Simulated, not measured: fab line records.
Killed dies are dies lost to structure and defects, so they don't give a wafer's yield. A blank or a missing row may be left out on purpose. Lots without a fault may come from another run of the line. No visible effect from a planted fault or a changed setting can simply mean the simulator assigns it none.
fab line records | flow n5-finfet
record lots=7 wafers=21
route steps=1938 shown HKMG_FIN@395 MOL_CONTACT_COAG@519 BEOL_M0_SAQP@637 BEOL_M0_CUTY@701 BEOL_M1@794
start-h: the number of hours between the record's first day and the start of the first shown wafer of the lot | wait-h: hours elapsed since this lot's preceding step | " repeats the value in the row above | L1.1+2: a single row standing in for several wafers | - no value, or no start given | * or withheld: withheld | < > ~ a bound
route shown NAME@n: a module of which the file shows steps, and the number in the route of the first | usual: mean and standard deviation over wafers with no fault | same: alike in all rows | chamber/n: place in a boat | sites: each site's reading | _std_site: how widely they spread, as a standard deviation | _edge_site: the outer-site mean with the inner-site mean subtracted | radius-mm: for every site, how far away it sits from the centre of the wafer | mask NAME#n: copy n | behind: tool/chamber where the wafer was last shaped | hold: cause of the lot's hold/its duration in hours/its outcome | device: the n, p or np transistor that did not switch | end of line: tests of these same wafers at the route's end | for a step that has no rows: nothing shown but its recipe | killed: dies lost to structure and defects at the first sort, not the wafer's yield | map: per-die view of a wafer (x killed, . not killed, _ where there is no die)
set.NAME: the setting the step ran with; set.NAME@STEP: the setting that earlier step ran with | model.NAME: the simulator's own value behind a step, which no gauge read
lots whose settings were changed on purpose; a table a step, a row a wafer
## steps
# step N5_HKMG_FIN_EXPOSE_46
# recipe mask-id=NDIPOLE na=1.35 source-shape=conventional sigma-outer=0.8 polarization=unpolarized dose-mj=40
# columns lot.wafer tool chamber start-h wait-h mask set.dose-mj
L074.1+3+4 arfi-scanner-02 0 77.84 - NDIPOLE#0 40
L077.1+2+4 arfi-scanner-02 0 89.57 - NDIPOLE#0 40
L080.3+5 arfi-scanner-02 0 107.39 - NDIPOLE#0 40
L080.4 " 0 " " NDIPOLE#0 41.83
L085.2+3+4 arfi-scanner-01 0 144.14 - NDIPOLE#0 40
L092.1+2 arfi-scanner-03 0 177.79 - NDIPOLE#0 42.23
L092.4 " 0 " " NDIPOLE#0 40
L093.1+3 arfi-scanner-01 0 187.15 - NDIPOLE#0 42.76
L093.4 " 0 " " NDIPOLE#0 40
L095.1+2 arfi-scanner-03 0 199.02 - NDIPOLE#0 42.18
L095.5 " 0 " " NDIPOLE#0 40
# step N5_HKMG_FIN_PEB_47
# recipe peb-temp-c=withheld peb-time-s=60 resist=CAR-ArF
# step N5_HKMG_FIN_DEVELOP_48
# recipe develop-time-s=30 developer=TMAH resist=CAR-ArF rinse-liquid=diw dry=air-spin dev-temp-c=23
# step N5_HKMG_FIN_CD_MEAS_49
# recipe target-cd-nm=202 landing-energy-ev=500 detector=se-inlens polarity=opening
# usual cd-nm=202.0/0.87
# columns lot.wafer tool chamber start-h wait-h set.dose-mj@HKMG_FIN_EXPOSE_46 cd-nm
L074.1 cd-sem-01 0 77.96 - 40 203.3
L074.3 " 0 " " 40 201.5
L074.4 " 0 " " 40 201.7
L077.1 cd-sem-02 0 89.69 - 40 201.7
L077.2 " 0 " " 40 202.5
L077.4 " 0 " " 40 202.7
L080.3 cd-sem-03 0 107.51 - 40 201.1
L080.4 " 0 " " 41.83 203.8
L080.5 " 0 " " 40 199.8
L085.2 cd-sem-02 0 144.26 - 40 201.9
L085.3 " 0 " " 40 202.8
L085.4 " 0 " " 40 203.5
L092.1 cd-sem-01 0 177.91 - 42.23 205.5
L092.2 " 0 " " 42.23 205.7
L092.4 " 0 " " 40 203.2
L093.1 cd-sem-02 0 187.28 - 42.76 205.8
L093.3 " 0 " " 42.76 205.9
L093.4 " 0 " " 40 201.0
L095.1 cd-sem-03 0 199.14 - 42.18 206.4
L095.2 " 0 " " 42.18 205.2
L095.5 " 0 " " 40 203.2
# step N5_HKMG_FIN_ETCH_54
# recipe chemistry=CF4 target=SiARC target-depth-a=455 mask-material=CAR-ArF time-s=75.8 ion-energy-ev=80 pressure-mtorr=40 source-w=545 bias-w=36 Ar_flow_sccm=100 cf4-flow-sccm=100 ends=cleared
# usual etch-rf-on-time-s=74.6/1.8 rf-vpp-V=183.9/1.1
# columns lot.wafer tool chamber start-h wait-h set.source-w etch-rf-on-time-s rf-vpp-V
L074.1 rie-diel-01 0 78.19 0.0 614.8 65.4 174.3
L074.3 " 3 " " 614.8 68.1 177.8
L074.4 " 2 " " 545 73.7 183.6
L077.1 rie-diel-04 2 89.82 0.0 545 74.8 183.5
L077.2 " 0 " " 475.4 85.5 192.2
L077.4 " 3 " " 545 79.2 182.0
L080.3 rie-diel-04 1 107.63 0.0 545 73.9 184.1
L080.4 " 2 " " 545 73.3 183.7
L080.5 " 0 " " 545 73.9 181.5
L085.2 rie-diel-01 0 144.83 0.0 545 72.4 183.6
L085.3 " 3 " " 545 75.7 185.1
L085.4 " 0 " " 545 72.5 183.0
L092.1 rie-diel-01 1 178.03 0.0 492 79.2 190.1
L092.2 " 2 " " 545 75.2 183.7
L092.4 " 3 " " 545 75.2 184.3
L093.1 rie-diel-01 3 187.42 0.0 581.4 72.2 180.1
L093.3 " 1 " " 545 73.9 184.8
L093.4 " 2 " " 545 74.2 184.0
L095.1 rie-diel-01 1 199.26 0.0 545 73.1 185.1
L095.2 " 3 " " 545 76.0 184.5
L095.5 " 0 " " 545 72.8 184.2
# step N5_HKMG_FIN_COAT_06
# recipe resist=CAR-ArF spin-rpm=1500 resist-thk-nm=90
# columns lot.wafer tool chamber start-h wait-h set.spin-rpm model.CAR-ArF_of_HKMG_FIN_COAT_06.thk-nm
L074.1+4 litho-track-02 0 - - 1559 87.8
L074.3 " 0 " " 1500 89.6
L077.1+2+4 litho-track-02 0 - - 1500 89.6
L080.3 litho-track-02 0 - - 1662 85.2
L080.4+5 " 0 " " 1662 85.4
L085.2 litho-track-02 0 - - 1500 89.8
L085.3+4 " 0 " " 1500 90
L092.1+2 litho-track-02 0 - - 1344 95.4
L092.4 " 0 " " 1500 90.2
L093.1 litho-track-02 0 - - 1618 86.6
L093.3 " 0 " " 1500 90
L093.4 " 0 " " 1618 86.4
L095.1+5 litho-track-01 0 - - 1665 85.6
L095.2 " 0 " " 1500 90
# step N5_HKMG_FIN_DEVELOP_11
# recipe develop-time-s=30 developer=TMAH resist=CAR-ArF dev-temp-c=23 rinse-liquid=diw dry=air-spin
# columns lot.wafer tool chamber start-h wait-h set.develop-time-s set.spin-rpm@HKMG_FIN_COAT_06 model.CAR-ArF_of_HKMG_FIN_COAT_06.thk-nm
L074.1 litho-track-01 0 - - 30 1559 86
L074.3 " 0 " " 30 1500 87.8
L074.4 " 0 " " 30 1559 86.2
L077.1 litho-track-01 0 - - 30 1500 88
L077.2+4 " 0 " " 30 1500 87.8
L080.3 litho-track-03 0 - - 30 1662 83.4
L080.4+5 " 0 " " 32.19 1662 83.6
L085.2 litho-track-01 0 - - 30 1500 88
L085.3 " 0 " " 30 1500 88.4
L085.4 " 0 " " 30 1500 88.2
L092.1+2 litho-track-03 0 - - 30 1344 93.8
L092.4 " 0 " " 30 1500 88.6
L093.1 litho-track-02 0 - - 24.62 1618 85
L093.3 " 0 " " 30 1500 88.2
L093.4 " 0 " " 24.62 1618 84.8
L095.1 litho-track-03 0 - - 32.36 1665 84
L095.2 " 0 " " 32.36 1500 88.4
L095.5 " 0 " " 30 1665 84
# step N5_MOL_CONTACT_COAG_COAT_58
# recipe resist=underlayer temp-c=205 time-s=60 spin-rpm=1500 resist-thk-nm=10
# columns lot.wafer tool chamber start-h wait-h set.spin-rpm model.underlayer_of_MOL_CONTACT_COAG_COAT_58.thk-nm
L074.1+3+4 litho-track-02 0 - - 1500 10
L077.1+2+4 litho-track-02 0 - - 1351 10.6
L080.3 litho-track-01 0 - - 1433 10.2
L080.4+5 " 0 " " 1500 10
L085.2+3+4 litho-track-05 0 - - 1500 10
L092.1+4 litho-track-02 0 - - 1500 10
L092.2 " 0 " " 1637 9.6
L093.1+3 litho-track-05 0 - - 1581 9.8
L093.4 " 0 " " 1500 10
L095.1 litho-track-02 0 - - 1426 10.2
L095.2+5 " 0 " " 1500 10
# step N5_MOL_CONTACT_COAG_COAT_02
# recipe resist=CAR-EUV spin-rpm=1500 resist-thk-nm=30
# step N5_MOL_CONTACT_COAG_EBR_04
# recipe solvent=PGMEA ebr-width-mm=1.5
# step N5_MOL_CONTACT_COAG_DESCUM_13
# recipe chemistry=O2 time-s=7 source-power-w=50 bias-power-w=20 pressure-mtorr=20 rf-frequency-hz=2.712e+07 temp-c=40 resist=CAR-EUV o2-flow-sccm=225
# step N5_MOL_CONTACT_COAG_ETCH_59
# recipe chemistry=N2/H2 target=underlayer target-depth-a=130 mask-material=CAR-EUV time-s=10.4 ion-energy-ev=200 pressure-mtorr=30 source-w=840 bias-w=150 n2-flow-sccm=200 h2-flow-sccm=200 ends=cleared
# columns lot.wafer tool chamber start-h wait-h set.spin-rpm@MOL_CONTACT_COAG_COAT_58 model.etch.depth-nm
L074.1 rie-diel-01 1 93.57 0.0 1500 9.989
L074.3 " 2 " " 1500 10.01
L074.4 " 1 " " 1500 10.02
L077.1 rie-diel-04 1 106.75 0.0 1351 10.5
L077.2 " 2 " " 1351 10.56
L077.4 " 1 " " 1351 10.54
L080.3 rie-diel-01 1 123.21 0.0 1433 10.23
L080.4 " 0 " " 1500 10.05
L080.5 " 1 " " 1500 10.02
L085.2+3+4 rie-diel-04 0,2,1 160.98 0.0 1500 10.03
L092.1 rie-diel-03 3 196.01 0.0 1500 9.989
L092.2 " 0 " " 1637 9.584
L092.4 " 2 " " 1500 9.952
L093.1 rie-diel-04 0 203.61 0.0 1581 9.769
L093.3 " 1 " " 1581 9.735
L093.4 " 3 " " 1500 9.992
L095.1 rie-diel-01 3 215.15 0.0 1426 10.25
L095.2 " 0 " " 1500 9.984
L095.5 " 0 " " 1500 10
# step N5_MOL_CONTACT_COAG_ETCH_105
# recipe chemistry=CF4 target=SiARC target-depth-a=156 mask-material=CAR-EUV time-s=26 ion-energy-ev=80 pressure-mtorr=40 source-w=545 bias-w=36 Ar_flow_sccm=100 cf4-flow-sccm=100 ends=cleared
# usual rf-vpp-V=183.8/0.97
# columns lot.wafer tool chamber start-h wait-h set.bias-w rf-vpp-V
L074.1 rie-diel-01 1 93.59 0.0 36 182.9
L074.3 " 2 " " 36 184.3
L074.4 " 1 " " 33.63 176.2
L077.1 rie-diel-04 1 106.77 0.0 36 181.5
L077.2 " 2 " " 36 183.7
L077.4 " 1 " " 36 182.9
L080.3 rie-diel-01 1 123.23 0.0 33.81 178.1
L080.4 " 0 " " 33.81 175.6
L080.5 " 1 " " 36 182.6
L085.2 rie-diel-04 0 161.00 0.0 36 184.2
L085.3 " 2 " " 36 184.0
L085.4 " 1 " " 36 182.7
L092.1 rie-diel-03 3 196.03 0.0 36 181.3
L092.2 " 0 " " 36 183.6
L092.4 " 2 " " 36 184.7
L093.1 rie-diel-04 0 203.63 0.0 32.83 172.6
L093.3 " 1 " " 32.83 171.9
L093.4 " 3 " " 36 183.2
L095.1 rie-diel-01 3 215.17 0.0 36 184.9
L095.2 " 0 " " 36 182.2
L095.5 " 0 " " 36 183.2
# step N5_BEOL_M0_SAQP_PECVD_97
# recipe material=SiNx target-thk-a=230 temp-c=350 precursor=SiH4/NH3/N2 pressure-torr=1.5 rf-w=300 time-s=19.9
# columns lot.wafer tool chamber start-h wait-h set.time-s model.SiNx_of_BEOL_M0_SAQP_PECVD_97.thk-nm
L074.1 pecvd-03 2 115.82 0.0 19.9 22.4
L074.3 " 1 " " 19.9 22.2
L074.4 " 0 " " 19.9 22.8
L077.1 pecvd-04 2 130.71 0.0 19.9 23
L077.2 " 1 " " 20.83 24.4
L077.4 " 2 " " 20.83 24.6
L080.3 pecvd-02 0 141.83 0.0 19.9 23.2
L080.4 " 2 " " 21.23 25
L080.5 " 0 " " 19.9 23.4
L085.2+3 pecvd-02 1,2 180.60 0.0 19.9 22.8
L085.4 " 2 " " 19.9 23.2
L092.1 pecvd-03 2 212.25 0.0 19.9 23
L092.2 " 1 " " 17.24 19.6
L092.4 " 0 " " 17.24 20.2
L093.1 pecvd-04 2 221.46 0.0 20.92 24.4
L093.3 " 0 " " 19.9 22.8
L093.4 " 1 " " 19.9 23.4
L095.1 pecvd-02 0 236.25 0.0 19.9 23.2
L095.2 " 2 " " 17.48 20.4
L095.5 " 0 " " 17.48 20.6
# step N5_BEOL_M0_SAQP_PECVD_04
# recipe material=a-Si target-thk-a=600 temp-c=350 precursor=SiH4/He pressure-torr=3 rf-w=100 time-s=60.2
# columns lot.wafer tool chamber start-h wait-h set.time-s model.a-Si_of_BEOL_M0_SAQP_PECVD_04.thk-nm
L074.1 pecvd-03 2 115.86 0.0 60.2 59.6
L074.3+4 " 1,0 " " 60.2 60
L077.1 pecvd-04 2 130.75 0.0 60.2 60.8
L077.2 " 1 " " 67.87 66.6
L077.4 " 2 " " 67.87 69.2
L080.3 pecvd-02 0 141.87 0.0 60.2 59.2
L080.4 " 2 " " 60.2 60
L080.5 " 0 " " 60.2 60.4
L085.2+4 pecvd-02 1,2 180.64 0.0 60.2 59.2
L085.3 " 2 " " 60.2 58.4
L092.1+2 pecvd-03 2,1 212.29 0.0 57.71 57.2
L092.4 " 0 " " 57.71 57.6
L093.1 pecvd-04 2 221.50 0.0 60.2 60.2
L093.3+4 " 0,1 " " 60.2 60.4
L095.1+2 pecvd-02 0,2 236.31 0.0 60.2 59.4
L095.5 " 0 " " 54.2 55
# step N5_BEOL_M0_SAQP_THK_MEAS_05
# usual thk-nm=59.8/0.82
# columns lot.wafer tool chamber start-h wait-h set.time-s@BEOL_M0_SAQP_PECVD_04 thk-nm
L074.1 film-metro-01 - 115.96 0.1 60.2 59.5
L074.3 " - " " 60.2 59.9
L074.4 " - " " 60.2 59.9
L077.1 film-metro-02 - 130.85 0.1 60.2 60.8
L077.2 " - " " 67.87 66.5
L077.4 " - " " 67.87 69.3
L080.3 film-metro-02 - 141.97 0.1 60.2 59.3
L080.4 " - " " 60.2 59.9
L080.5 " - " " 60.2 60.4
L085.2 film-metro-02 - 180.73 0.1 60.2 59.2
L085.3 " - " " 60.2 58.4
L085.4 " - " " 60.2 59.2
L092.1 film-metro-01 - 212.39 0.1 57.71 57.2
L092.2 " - " " 57.71 57.2
L092.4 " - " " 57.71 57.6
L093.1 film-metro-01 - 221.60 0.1 60.2 60.2
L093.3 " - " " 60.2 60.4
L093.4 " - " " 60.2 60.3
L095.1 film-metro-02 - 236.43 0.1 60.2 59.5
L095.2 " - " " 60.2 59.3
L095.5 " - " " 54.2 55.1
# step N5_BEOL_M0_SAQP_HM_DEP_111
# recipe material=SiO2 target-thk-a=120 temp-c=400 precursor=SiH4/N2O pressure-torr=0.75 rf-w=275 time-s=7.2
# step N5_BEOL_M0_SAQP_COAT_81
# recipe resist=SOC temp-c=250 time-s=60 spin-rpm=1500 resist-thk-nm=100
# step N5_BEOL_M0_SAQP_HM_OPEN_112
# recipe chemistry=CHF3/O2 target=SiO2 stop-on=a-Si target-depth-a=120 over-etch-frac=1.25 mask-material=SOC time-s=13.5 pressure-mtorr=30 source-w=650 bias-w=170 Ar_flow_sccm=200 CHF3_flow_sccm=50 O2_flow_sccm=5 ion-energy-ev=200 ends=end-point
# step N5_BEOL_M0_SAQP_STRIP_113
# recipe chemistry=CHF3/O2 resist=SiARC rf-frequency-hz=6e+07
# step N5_BEOL_M0_SAQP_MANDREL_ETCH_20
# recipe target-depth-a=600 chemistry=HBr/Cl2 target=a-Si stop-on=SiNx bt-time-s=10 mask-material=SOC over-etch-frac=0.5 time-s=30 pressure-mtorr=10 icp-w=800 bias-w=75 HBr_flow_sccm=150 Cl2_flow_sccm=80 ends=end-point
# columns lot.wafer tool chamber start-h wait-h set.time-s@BEOL_M0_SAQP_PECVD_04 model.etch.depth-nm
L074.1 rie-si-01 2 116.73 0.0 60.2 59.52
L074.3 " 3 " " 60.2 59.78
L074.4 " 0 " " 60.2 59.92
L077.1 rie-si-03 3 131.64 0.0 60.2 60.76
L077.2 " 2 " " 67.87 66.53
L077.4 " 1 " " 67.87 69.27
L080.3 rie-si-03 2 143.75 0.0 60.2 59.28
L080.4 " 0 " " 60.2 59.94
L080.5 " 2 " " 60.2 60.33
L085.2 rie-si-06 1 182.15 0.0 60.2 59.19
L085.3 " 3 " " 60.2 58.31
L085.4 " 0 " " 60.2 59.01
L092.1 rie-si-06 1 213.23 0.0 57.71 57.21
L092.2 " 2 " " 57.71 57.24
L092.4 " 0 " " 57.71 57.56
L093.1+4 rie-si-06 0,1 224.50 0.0 60.2 60.18
L093.3 " 3 " " 60.2 60.37
L095.1 rie-si-06 0 237.19 0.0 60.2 59.48
L095.2 " 3 " " 60.2 59.34
L095.5 " 0 " " 54.2 55.06
# step N5_BEOL_M0_SAQP_STRIP_86
# recipe chemistry=N2/H2 power-w=500 temp-c=40 pressure-mtorr=50 rf-frequency-hz=6e+07 overash-fraction=0.3 bias-power-w=28 h2-frac=0.5 n2-flow-sccm=300 h2-flow-sccm=300
# step N5_BEOL_M0_SAQP_STRIP_115
# recipe chemistry=post-etch-residue-remover time-s=60 temp-c=25 remover-ph=withheld remover-water-wt-pct=withheld remover-fluoride-wt-pct=withheld
# step N5_BEOL_M0_SAQP_SRD_93
# recipe dry=ipa-marangoni time-s=30 temp-c=23 rinse-liquid=diw
# step N5_BEOL_M0_SAQP_RECESS_114
# recipe chemistry=HF/NH3 target=SiO2 target-depth-a=144 afs-cycles=3 temp-c=30 sublimation-temp-c=180 sublimation-time-s=60
# step N5_BEOL_M0_SAQP_SPACER1_ALD_98
# recipe material=SiO2 target-thk-a=128 temp-c=300 ald-precursor-family=BDEAS ald-co-reactant=O2-plasma pulse-time-s=1 purge-time-s=2 co-reactant-purge-time-s=2 ald-cycles=138 pressure-torr=2
# columns lot.wafer tool chamber start-h wait-h set.time-s@BEOL_M0_SAQP_PECVD_04 model.a-Si_of_BEOL_M0_SAQP_PECVD_04.thk-nm
L074.1 ald-sin-01 0 117.42 0.3 60.2 59.4
L074.3 " 2 " " 60.2 59.6
L074.4 " 3 " " 60.2 59.8
L077.1 ald-sin-01 3 132.43 0.3 60.2 60.6
L077.2 " 2 " " 67.87 66.4
L077.4 " 1 " " 67.87 69
L080.3 ald-sin-04 1 144.39 0.1 60.2 59.2
L080.4 " 0 " " 60.2 59.8
L080.5 " 0 " " 60.2 60.2
L085.2 ald-sin-01 0 182.89 0.3 60.2 59
L085.3 " 1 " " 60.2 58.2
L085.4 " 2 " " 60.2 58.8
L092.1+2 ald-sin-04 1,0 214.47 0.9 57.71 57
L092.4 " 2 " " 57.71 57.4
L093.1+4 ald-sin-02 0,3 225.41 0.3 60.2 60
L093.3 " 2 " " 60.2 60.2
L095.1 ald-sin-02 3 237.80 0.3 60.2 59.4
L095.2 " 0 " " 60.2 59.2
L095.5 " 2 " " 54.2 54.8
# step N5_BEOL_M0_CUTY_COAT_50
# recipe resist=SiARC temp-c=220 time-s=60 spin-rpm=1500 resist-thk-nm=15
# columns lot.wafer tool chamber start-h wait-h set.spin-rpm model.SiARC_of_BEOL_M0_CUTY_COAT_50.thk-nm
L074.1 litho-track-04 0 121.51 0.0 1335 15.8
L074.3+4 " 0 " " 1500 15
L077.1+2 litho-track-04 0 136.50 0.0 1500 15
L077.4 " 0 " " 1394 15.6
L080.3 litho-track-05 0 148.63 0.0 1500 15
L080.4+5 " 0 " " 1559 14.8
L085.2+3+4 litho-track-04 0 189.56 0.0 1500 15
L092.1 litho-track-04 0 218.38 0.0 1356 15.6
L092.2 " 0 " " 1356 15.8
L092.4 " 0 " " 1500 15
L093.1+3+4 litho-track-04 0 229.48 0.0 1500 15
L095.1+5 litho-track-04 0 241.70 0.0 1663 14.2
L095.2 " 0 " " 1500 15
# step N5_BEOL_M1_ETCH_70
# recipe chemistry=N2/H2 target=SOC target-depth-a=800 overetch-a=160 mask-material=SiARC temp-c=40 time-s=120 ion-energy-ev=200 pressure-mtorr=30 source-w=840 bias-w=150 n2-flow-sccm=200 h2-flow-sccm=200
# columns lot.wafer tool chamber start-h wait-h set.time-s model.SiARC_of_BEOL_M1_COAT_68.thk-nm
L074.1 rie-diel-06 1 133.33 0.0 101.4 7.2
L074.3 " 0 " " 101.4 7.6
L074.4 " 1 " " 120 6.4
L077.1 rie-diel-05 2 149.69 0.0 94.4 7.6
L077.2 " 0 " " 120 5.8
L077.4 " 3 " " 120 6.4
L080.3 rie-diel-05 1 171.87 0.0 138.5 5
L080.4 " 3 " " 138.5 5.6
L080.5 " 1 " " 120 6
L085.2 rie-diel-02 1 204.70 0.0 120 6.2
L085.3 " 2 " " 120 6.4
L085.4 " 0 " " 120 6.6
L092.1 rie-diel-02 3 238.67 0.0 95.07 7.2
L092.2 " 0 " " 95.07 7.6
L092.4 " 3 " " 120 6
L093.1 rie-diel-05 0 243.89 0.0 120 6
L093.3+4 " 2,3 " " 120 6.4
L095.1+5 rie-diel-06 3 250.04 0.0 120 6.2
L095.2 " 0 " " 109.1 7.2
## key
split step=N5_HKMG_FIN_EXPOSE_46 setting=dose-mj stated=40 by=wafer
response step=N5_HKMG_FIN_CD_MEAS_49 reading=cd-nm change=+0.589 per=1% r=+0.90
split step=N5_HKMG_FIN_ETCH_54 setting=source-w stated=545 by=wafer
response step=N5_HKMG_FIN_ETCH_54 reading=etch-rf-on-time-s change=* per=1% r=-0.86
response step=N5_HKMG_FIN_ETCH_54 reading=rf-vpp-V change=-0.654 per=1% r=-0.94
split step=N5_HKMG_FIN_COAT_06 setting=spin-rpm stated=1500 by=wafer
response step=N5_HKMG_FIN_COAT_06 reading=model.CAR-ArF_of_HKMG_FIN_COAT_06.thk-nm change=-0.447 per=1% r=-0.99
response step=N5_HKMG_FIN_DEVELOP_11 reading=model.CAR-ArF_of_HKMG_FIN_COAT_06.thk-nm change=-0.441 per=1% r=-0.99
split step=N5_HKMG_FIN_DEVELOP_11 setting=develop-time-s stated=30 by=wafer
response none clear
split step=N5_MOL_CONTACT_COAG_COAT_58 setting=spin-rpm stated=1500 by=wafer
response step=N5_MOL_CONTACT_COAG_COAT_58 reading=model.underlayer_of_MOL_CONTACT_COAG_COAT_58.thk-nm change=-0.0422 per=1% r=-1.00
response step=N5_MOL_CONTACT_COAG_ETCH_59 reading=model.etch.depth-nm change=-0.0443 per=1% r=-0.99
split step=N5_MOL_CONTACT_COAG_ETCH_105 setting=bias-w stated=36 by=wafer
response step=N5_MOL_CONTACT_COAG_ETCH_105 reading=rf-vpp-V change=+1.14 per=1% r=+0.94
split step=N5_BEOL_M0_SAQP_PECVD_97 setting=time-s stated=19.9 by=wafer
response step=N5_BEOL_M0_SAQP_PECVD_97 reading=model.SiNx_of_BEOL_M0_SAQP_PECVD_97.thk-nm change=+0.237 per=1% r=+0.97
split step=N5_BEOL_M0_SAQP_PECVD_04 setting=time-s stated=60.2 by=wafer
response step=N5_BEOL_M0_SAQP_PECVD_04 reading=model.a-Si_of_BEOL_M0_SAQP_PECVD_04.thk-nm change=+0.513 per=1% r=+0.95
response step=N5_BEOL_M0_SAQP_THK_MEAS_05 reading=thk-nm change=* per=1% r=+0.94
response step=N5_BEOL_M0_SAQP_MANDREL_ETCH_20 reading=model.etch.depth-nm change=+0.513 per=1% r=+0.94
response step=N5_BEOL_M0_SAQP_SPACER1_ALD_98 reading=model.a-Si_of_BEOL_M0_SAQP_PECVD_04.thk-nm change=+0.517 per=1% r=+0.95
split step=N5_BEOL_M0_CUTY_COAT_50 setting=spin-rpm stated=1500 by=wafer
response step=N5_BEOL_M0_CUTY_COAT_50 reading=model.SiARC_of_BEOL_M0_CUTY_COAT_50.thk-nm change=-0.0737 per=1% r=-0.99
split step=N5_BEOL_M1_ETCH_70 setting=time-s stated=120 by=wafer
response step=N5_BEOL_M1_ETCH_70 reading=model.SiARC_of_BEOL_M1_COAT_68.thk-nm change=-0.0667 per=1% r=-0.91
